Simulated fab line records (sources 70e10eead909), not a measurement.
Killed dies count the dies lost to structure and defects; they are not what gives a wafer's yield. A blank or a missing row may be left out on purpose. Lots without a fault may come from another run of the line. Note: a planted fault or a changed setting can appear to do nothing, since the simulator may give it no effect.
One fault seen from 2 desks || flow nand-harc || only its own numbers are on each desk; what lay behind them is given at the end

AT THE METROLOGY DESK
Lot by lot, what the gauges showed, no matter which tool ran the lot: averages of those sampled wafers that carry a number. If a lot's mean is further than 4 standard deviations from the usual mean, the lot is out of limits and carries the mark OUT (the distance appears in the brackets).
Columns: A = cd-nm at NHARC_P_STI_CD_MEAS_09, usual 198.5 nm; B = trench-foot-cd-nm at NHARC_P_STI_OCD_MEAS_17, usual 157.1 nm
{"lot": "L418", "first seen here": "day 2 16:06", "A": 199.8, "B": 158.5}
{"lot": "L419", "first seen here": "day 2 16:15", "A": 196.1, "B": 154.9}
{"lot": "L420", "first seen here": "day 3 02:54", "A": 200.2, "B": 158.7}
{"lot": "L421", "first seen here": "day 3 07:48", "A": 197.7, "B": 156.3}
{"lot": "L423", "first seen here": "day 3 17:32", "A": 200.1, "B": 158.6}
{"lot": "L426", "first seen here": "day 4 07:39", "A": "252.6 (+19) OUT", "B": "211.0 (+20) OUT"}
{"lot": "L427", "first seen here": "day 4 18:28", "A": "240.8 (+15) OUT", "B": "199.2 (+16) OUT"}
{"lot": "L435", "first seen here": "day 6 13:31", "A": 194.9, "B": 153.8}
{"lot": "L434", "first seen here": "day 6 13:40", "A": 200.3, "B": 158.0}
{"lot": "L436", "first seen here": "day 7 02:47", "A": 199.7, "B": 157.9}
{"lot": "L437", "first seen here": "day 7 02:57", "A": 200.4, "B": 159.3}
{"lot": "L438", "first seen here": "day 7 11:04", "A": 198.5, "B": 156.4}
{"lot": "L439", "first seen here": "day 7 16:45", "A": 200.7, "B": 159.3}
{"lot": "L441", "first seen here": "day 8 05:05", "A": 196.8, "B": 154.7}
This desk's verdict: out of limits on L426, L427, starting with L426 at day 4 07:39 (cd-nm at NHARC_P_STI_CD_MEAS_09). L418, L419, L420, L421, L423, L435, L434, L436, L437, L438, L439, L441 stayed within limits.

FOR THE TOOL OWNER'S DESK: litho-track-07
The tool's own readings at NHARC_P_STI_PEB_07 (peb time 80 s): means of the sampled wafers that have a number, for each lot that ran on this tool. If a lot's mean is further than 4 standard deviations from the usual mean, the lot is out of limits and carries the mark OUT (the distance appears in the brackets).
Columns: A = heater-power-total-W at NHARC_P_STI_PEB_07, usual 189.8 W; B = plate-temp-C at NHARC_P_STI_PEB_07, usual 128.00 C; C = resist-line-temp-C at NHARC_P_STI_PEB_07, usual 22.99 C
{"lot": "L418", "first seen here": "day 2 16:01", "A": 189.3, "B": 128.08, "C": 23.06}
{"lot": "L419", "first seen here": "day 2 16:10", "A": 189.6, "B": 127.88, "C": 22.92}
{"lot": "L420", "first seen here": "day 3 02:48", "A": 189.7, "B": 128.05, "C": 22.81}
{"lot": "L426", "first seen here": "day 4 07:34", "A": "208.0 (+23) OUT", "B": "137.47 (+73) OUT", "C": 22.96}
{"lot": "L427", "first seen here": "day 4 18:23", "A": "207.9 (+23) OUT", "B": "137.54 (+73) OUT", "C": 23.02}
This desk's verdict: out of limits on L426, L427, starting with L426 at day 4 07:34 (heater-power-total-W at NHARC_P_STI_PEB_07). L418, L419, L420 stayed within limits.

BROUGHT TOGETHER
The tool owner's desk had the chance to raise an alarm at day 4 07:34 on L426, L427.
The metrology desk could have raised an alarm at day 4 07:39, on L426, L427.
NHARC_P_STI_PEB_07 was run on litho-track-07 by each of the lots named.

WHAT THE SIMULATOR PUT IN
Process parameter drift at NHARC_P_STI_PEB_07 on litho-track-07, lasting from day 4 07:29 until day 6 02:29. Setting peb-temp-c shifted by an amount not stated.
Struck lots among those shown: L426, L427.
Time in hours from fault onset to the first out-of-limits reading at each desk: tool owner's desk 0, metrology desk 0.
